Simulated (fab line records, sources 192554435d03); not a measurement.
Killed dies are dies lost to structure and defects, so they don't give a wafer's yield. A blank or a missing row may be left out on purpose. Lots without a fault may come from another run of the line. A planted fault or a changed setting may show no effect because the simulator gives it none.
A struck lot beside a sound one | flow n5_finfet | 16 steps out of a route of 1938
Sound: wafers L934.1, L934.3, L934.6. Struck: wafer L939.1. (L939.2, L939.4 of the same lot were not struck and are left out.) The cause comes at the end.
At each step with rows: each side's tool, then ch and its chambers, then its first start. Under that, the readings that differ: sound wafers | struck wafers | difference of the means | sigmas: that difference in standard deviations of wafers without a fault.
alike: readings whose means differ by less than 2 such deviations, and words and numbers that are the same on both sides. not compared: withheld readings, readings that some wafer has no value for, bounds like >300 that may hide the same value, and numbers for which the record gives no deviation and whose values overlap.
The two part at a step that has a row with sigmas, a row that says differs or no value, or rows on one side only. Numbers that don't overlap but have no deviation are shown without sigmas and don't part them. A reading that every wafer of one side lacks parts them only if that side has two wafers or more.

first, 4 steps without rows for these wafers: N5_BEOL_M1_SPUTTER_48 (material Cu, target thk 4.5 nm, time 8.29 s); N5_BEOL_M1_ANNEAL_49 (time 240 s); N5_BEOL_M1_SPUTTER_79 (material Cu, target thk 4.5 nm, time 8.29 s); N5_BEOL_M1_ANNEAL_80 (time 240 s).
N5_BEOL_M1_SPUTTER_81: material Cu, target thk 4.5 nm, time 8.29 s.
  sound on pvd_sputter-02, day 8 18:41; struck on pvd_sputter-02, day 10 06:01
  alike: chamber_pressure_pa, susceptor_temp_C, throttle_valve_pct
then, 2 steps without rows for these wafers: N5_BEOL_M1_ANNEAL_82 (time 240 s); N5_BEOL_M1_SPUTTER_86 (material Cu, target thk 4.5 nm, time 8.29 s).
N5_BEOL_M1_ANNEAL_87: time 240 s.
  sound on pvd_sputter-02, day 8 18:59; struck on pvd_sputter-02, day 10 06:19
  alike: heater_power_w, susceptor_temp_C, susceptor_temp_C_max
N5_BEOL_M1_SPUTTER_88: material Cu, target thk 4.5 nm, time 8.29 s.
  sound on pvd_sputter-02, day 8 19:08; struck on pvd_sputter-02, day 10 06:27
  reading              | sound                | struck | difference | sigmas
  susceptor_temp_C (C) | -19.83 -20.12 -20.18 | -19.81 | +0.23      | +2
  alike: chamber_pressure_pa, throttle_valve_pct
N5_BEOL_M1_ANNEAL_89: time 240 s.
  sound on pvd_sputter-02, day 8 19:13; struck on pvd_sputter-02, day 10 06:32
  alike: heater_power_w, susceptor_temp_C, susceptor_temp_C_max
then, 1 step without rows for these wafers: N5_BEOL_M1_SPUTTER_90 (material Cu, target thk 4.5 nm, time 8.29 s).
N5_BEOL_M1_ANNEAL_91: time 240 s.
  sound on pvd_sputter-02, day 8 19:26; struck on pvd_sputter-02, day 10 06:45
  alike: heater_power_w, susceptor_temp_C, susceptor_temp_C_max
N5_BEOL_M1_SPUTTER_92: material Cu, target thk 4.5 nm, time 8.29 s.
  sound on pvd_sputter-02, day 8 19:34; struck on pvd_sputter-02, day 10 06:53
  reading                  | sound                   | struck  | difference | sigmas
  chamber_pressure_pa (Pa) | 0.06995 0.07008 0.06995 | 0.08394 | +0.01395   | +93
  throttle_valve_pct (%)   | 31.0 30.4 30.3          | 27.1    | -3.5       | -3
  alike: susceptor_temp_C
then, 1 step without rows for these wafers: N5_BEOL_M1_ANNEAL_93 (time 240 s).
N5_BEOL_M4_RC_MEAS_101:
  sound on prober-02 ch 0, day 10 04:27; struck on prober-01 ch 0, day 11 21:16
  alike: DIBL_N, DIBL_P, IOFF_N, IOFF_P, ION_N, ION_P, SS_N, SS_P, VT_N, VT_P
then, 1 step without rows for these wafers: N5_PASSIVATION_PROBE_49.

WHERE THEY PART
First at N5_BEOL_M1_SPUTTER_88; last, within this record, at N5_BEOL_M1_SPUTTER_92. Later steps at which nothing parts them and some readings are alike: N5_BEOL_M4_RC_MEAS_101.

WHY: what the simulator had put in
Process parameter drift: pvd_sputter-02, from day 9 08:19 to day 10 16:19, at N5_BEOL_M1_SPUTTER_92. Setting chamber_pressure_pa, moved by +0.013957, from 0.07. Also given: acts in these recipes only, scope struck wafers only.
